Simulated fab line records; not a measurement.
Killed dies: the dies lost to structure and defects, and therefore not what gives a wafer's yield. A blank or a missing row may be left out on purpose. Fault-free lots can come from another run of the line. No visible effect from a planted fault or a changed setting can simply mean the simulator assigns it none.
A sampling plan put to the test	flow nand_harc	one fab line, 18 faults that these records tell of, each judged on the records of the lots that it struck; 1 more is left out, because the records don't allow judging it
The plan consists of the line's own looks: route steps at which the wafer is read by a gauge or an inspection but not changed. A look can be judged if struck wafers have a number there and the file gives its usual mean and standard deviation on fault-free wafers. Caught: the struck wafers' mean, at a look after the fault's first step, is 4 or more of those standard deviations (sigma) away from the usual mean. On the tool: the fault's steps, tested the same way using the tool's own readings. If the struck wafers alone have a blank record, or they carry another recipe, that too counts as caught.

== THE FAULTS, as the simulator had put them in ==
1. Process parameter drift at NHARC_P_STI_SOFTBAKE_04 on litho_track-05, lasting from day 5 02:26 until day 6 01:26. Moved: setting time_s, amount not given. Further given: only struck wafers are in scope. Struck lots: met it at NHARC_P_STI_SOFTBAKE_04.
2. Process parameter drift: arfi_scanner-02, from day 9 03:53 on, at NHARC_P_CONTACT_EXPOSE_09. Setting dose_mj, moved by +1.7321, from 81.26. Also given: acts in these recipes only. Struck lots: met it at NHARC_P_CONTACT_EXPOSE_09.
3. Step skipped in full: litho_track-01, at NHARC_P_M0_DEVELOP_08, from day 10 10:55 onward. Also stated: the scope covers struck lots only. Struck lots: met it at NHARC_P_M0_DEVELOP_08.
4. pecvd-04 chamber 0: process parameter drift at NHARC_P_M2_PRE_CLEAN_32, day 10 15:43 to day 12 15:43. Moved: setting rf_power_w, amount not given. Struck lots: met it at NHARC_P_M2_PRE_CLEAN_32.
5. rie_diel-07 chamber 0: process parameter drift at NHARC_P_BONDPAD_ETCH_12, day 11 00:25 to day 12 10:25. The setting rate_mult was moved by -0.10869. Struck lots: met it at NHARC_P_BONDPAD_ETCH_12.
6. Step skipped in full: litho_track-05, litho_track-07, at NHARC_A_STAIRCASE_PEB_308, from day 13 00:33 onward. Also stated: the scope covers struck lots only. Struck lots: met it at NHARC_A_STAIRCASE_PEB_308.
7. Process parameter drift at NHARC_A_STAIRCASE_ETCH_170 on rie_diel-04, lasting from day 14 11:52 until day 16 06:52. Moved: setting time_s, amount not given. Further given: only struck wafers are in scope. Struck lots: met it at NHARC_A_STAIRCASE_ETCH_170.
8. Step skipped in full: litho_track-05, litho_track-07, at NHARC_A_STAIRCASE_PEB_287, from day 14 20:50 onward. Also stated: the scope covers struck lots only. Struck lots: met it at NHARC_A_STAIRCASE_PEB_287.
9. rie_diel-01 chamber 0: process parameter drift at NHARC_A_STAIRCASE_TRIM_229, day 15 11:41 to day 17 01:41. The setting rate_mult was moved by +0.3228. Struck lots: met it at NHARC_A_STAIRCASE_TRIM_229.
10. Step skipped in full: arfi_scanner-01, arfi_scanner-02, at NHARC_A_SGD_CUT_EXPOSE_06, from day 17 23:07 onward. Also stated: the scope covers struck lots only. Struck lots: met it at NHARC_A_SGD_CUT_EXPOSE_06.
11. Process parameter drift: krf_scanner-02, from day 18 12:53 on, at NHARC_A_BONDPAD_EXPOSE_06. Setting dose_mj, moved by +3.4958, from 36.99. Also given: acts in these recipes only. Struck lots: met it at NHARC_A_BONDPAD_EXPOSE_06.
12. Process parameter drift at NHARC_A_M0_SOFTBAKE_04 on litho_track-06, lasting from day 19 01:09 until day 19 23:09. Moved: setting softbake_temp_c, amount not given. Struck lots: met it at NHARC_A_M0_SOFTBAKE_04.
13. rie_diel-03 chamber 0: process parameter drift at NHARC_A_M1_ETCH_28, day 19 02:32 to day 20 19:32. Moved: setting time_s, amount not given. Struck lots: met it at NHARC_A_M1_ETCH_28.
14. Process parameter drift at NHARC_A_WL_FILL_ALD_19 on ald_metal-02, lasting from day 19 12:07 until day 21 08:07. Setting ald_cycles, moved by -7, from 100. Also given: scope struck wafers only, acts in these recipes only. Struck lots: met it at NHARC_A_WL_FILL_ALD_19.
15. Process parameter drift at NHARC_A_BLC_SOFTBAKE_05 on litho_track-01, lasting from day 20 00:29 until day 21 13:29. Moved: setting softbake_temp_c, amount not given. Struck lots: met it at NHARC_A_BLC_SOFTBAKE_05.
16. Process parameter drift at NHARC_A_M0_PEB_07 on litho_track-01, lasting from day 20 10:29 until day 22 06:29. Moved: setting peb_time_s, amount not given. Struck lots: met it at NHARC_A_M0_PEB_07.
17. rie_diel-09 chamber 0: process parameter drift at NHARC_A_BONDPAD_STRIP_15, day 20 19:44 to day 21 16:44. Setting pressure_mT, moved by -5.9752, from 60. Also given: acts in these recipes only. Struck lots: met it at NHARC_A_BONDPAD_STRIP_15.
18. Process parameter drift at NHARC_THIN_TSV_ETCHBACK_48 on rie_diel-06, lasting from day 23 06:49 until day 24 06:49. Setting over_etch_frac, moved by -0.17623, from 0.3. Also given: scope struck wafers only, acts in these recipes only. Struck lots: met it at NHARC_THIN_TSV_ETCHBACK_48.

== WHAT THE PLAN SAW ==
fault	on the tool itself	first look that catches it	reading, sigma	median hours from its first step to that look	hours from the fault's start to the first struck lot there	judged looks passed uncaught
1	heater_power_total_W +4.9 sigma	not the one look that can be judged after it	-	-	-	1
2	exposure_dose_mJ_cm2 +14 sigma	none of the 2 looks that can be judged after it	-	-	-	2
3	the tool's record is blank for the struck wafers	no look after it can be judged	-	-	-	0
4	rf_fwd_power_W +13 sigma	no look after it can be judged	-	-	-	0
5	only faintly: oes_product_au -3.4 sigma	not the one look that can be judged after it	-	-	-	1
6	the tool's record is blank for the struck wafers	no look after it can be judged	-	-	-	0
7	run_length_s +7.4 sigma	not the one look that can be judged after it	-	-	-	1
8	the tool's record is blank for the struck wafers	no look after it can be judged	-	-	-	0
9	oes_product_au +23 sigma	NHARC_END_SORT_01	killed_at_array +5.1	192.7	201	0
10	no reading that can be judged	no look after it can be judged	-	-	-	0
11	exposure_dose_mJ_cm2 +76 sigma	no look after it can be judged	-	-	-	0
12	heater_power_total_W -99 or beyond sigma	none of the 2 looks that can be judged after it	-	-	-	2
13	run_length_s -39 sigma	not the one look that can be judged after it	-	-	-	1
14	under 2 sigma	no look after it can be judged	-	-	-	0
15	heater_power_total_W -99 or beyond sigma	not the one look that can be judged after it	-	-	-	1
16	heater_power_total_W +29 sigma	no look after it can be judged	-	-	-	0
17	chamber_pressure_mTorr -99 or beyond sigma	not the one look that can be judged after it	-	-	-	1
18	under 2 sigma	not the one look that can be judged after it	-	-	-	1
A dash: the fault is not caught, or the number is missing from these records.

Caught at a look: 1 of 18. Caught on the tool: 14 of 18. By one or the other: 14 of 18.
Faults caught by the tool alone: 1, 2, 3, 4, 6, 7, 8, 11, 12, 13, 15, 16, 17.
Caught by neither: faults 5, 10, 14, 18.

== THINNER SAMPLING ==
If the look that catches a fault measured only every second or every third lot, by lot number, the first struck lot would be measured this late in the worst case:
fault	struck lots at that look, in order of time	every lot	every second lot	every third lot
9	L182, L183	201 h	212 h	may miss all 2
The hour figures run from when the fault began to the first measured lot among those it struck. The limit of 4 sigma was tested on all struck wafers together, so one lot alone may lie under it. Other struck lots may not be in these records.

== THE LONGEST TIMED WAY FROM STEP TO LOOK ==
Fault 9: the median time between NHARC_A_STAIRCASE_TRIM_229 and NHARC_END_SORT_01 is 192.7 hours. No look between them can be judged.
